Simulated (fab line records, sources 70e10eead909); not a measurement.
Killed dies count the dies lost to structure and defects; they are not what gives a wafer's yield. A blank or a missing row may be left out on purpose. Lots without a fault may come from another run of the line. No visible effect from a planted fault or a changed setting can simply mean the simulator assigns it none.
Code-filled problem report in 8D (eight disciplines) form || flow nand_harc || the parts of the form that need people (team, actions taken, sign-off) are left out

1. THE PROBLEM
rf_fwd_power_W at NHARC_A_CHANNEL_FILL_D2_ETCHBACK_20 reads a mean of 492 W on 6 wafers of 2 lots; wafers without a fault read 587 W with a standard deviation of 3.1. Measured from the usual mean, that is -31 standard deviations.
The step: etches the open film in C4F8/O2/Ar, target depth 27 nm, time 13.5 s.
First seen on wafer L649.1, day 19 02:48, on rie_diel-10. The record holds 36 wafers of 12 lots with a number at this step. Rule for "out" (also "out of limits"): further than 4 standard deviations from the usual mean. All remaining wafers that have a number are taken as sound.

2. WHAT IT IS; WHAT IT IS NOT
{"question": "which readings at this step", "is": "rf_fwd_power_W, oes_product_au", "is not": "rf_vpp_V"}
{"question": "which lots", "is": "L648, L649", "is not": "L638, L639, L640, L641, L643, L653, L656, L657, L659, L661"}
{"question": "which wafers of those lots", "is": "all that have a number", "is not": "-"}
{"question": "read on which tools", "is": "rie_diel-10", "is not": "rie_diel-09, rie_diel-13"}
{"question": "when", "is": "from day 19 02:48", "is not": "up to then (15 sound wafers); but 15 sound wafers of L653, L656, L657, L659, L661 came after"}

3. THE SUSPECTS, EACH WITH WHAT RULES IT OUT
Counting: a tool stays on the suspect list if, at a process step up to the reading, it processed all lots that are out and no sound lot following the first of them.
- rie_diel-07 at NHARC_A_CHANNEL_HOLE_D2_STRIP_28 (strips in O2): kept. Every lot that is out went through it, starting with L649 (day 18 00:44), and after that it ran no sound lot; the last sound lot it ran before then is L643 (day 15 09:12). NHARC_A_CHANNEL_HOLE_D2_STRIP_28 gives no start for some lots, so the hours and the order of its lots are those of NHARC_A_CHANNEL_HOLE_D2_XSEM_32.
- xsem-01 at NHARC_A_CHANNEL_HOLE_D2_XSEM_32: ruled out as a lasting fault. Sound lots L653, L659 ran on it after its first lot that is out, L649 (day 18 00:44).
- rie_diel-10 at NHARC_A_CHANNEL_FILL_D2_ETCHBACK_20 (etches the open film in C4F8/O2/Ar, target depth 27 nm, time 13.5 s): ruled out as a lasting fault. Sound lots L656, L659 ran on it after its first lot that is out, L649 (day 19 02:48).
The count leaves rie_diel-07 at NHARC_A_CHANNEL_HOLE_D2_STRIP_28.

4. THE CAUSE (what the simulator had put in)
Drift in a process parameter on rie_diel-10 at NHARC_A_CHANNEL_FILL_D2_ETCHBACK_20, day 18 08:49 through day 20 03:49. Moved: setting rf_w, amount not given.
Counting ruled it out, wrongly.

5. THE EFFECT CHAIN, in route order
Rows list readings where the struck wafers' mean (over those with a number) sits beyond 3 standard deviations from the usual. Only readings whose record carries a usual standard deviation are examined. hours: median over the lots of the time between each lot's start at the first step of this table that gives one and its start at this step. sigmas: the change, counted in usual standard deviations.
{"hours": 0, "step": "NHARC_A_CHANNEL_FILL_D2_ETCHBACK_20", "reading": "oes_product_au", "usual": "0.994 a.u.", "on struck wafers": 0.901, "change": -0.093, "sigmas": -4.7}
{"hours": 0, "step": "NHARC_A_CHANNEL_FILL_D2_ETCHBACK_20", "reading": "rf_fwd_power_W", "usual": "587 W", "on struck wafers": 492, "change": -95, "sigmas": -31}
Process steps it contains:
- NHARC_A_CHANNEL_FILL_D2_ETCHBACK_20: etches the open film in C4F8/O2/Ar, target depth 27 nm, time 13.5 s.

6. WHAT WOULD HAVE CAUGHT IT SOONER
First out-of-limits reading in this record: day 19 02:48, which is 18 hours after fault onset at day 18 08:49.
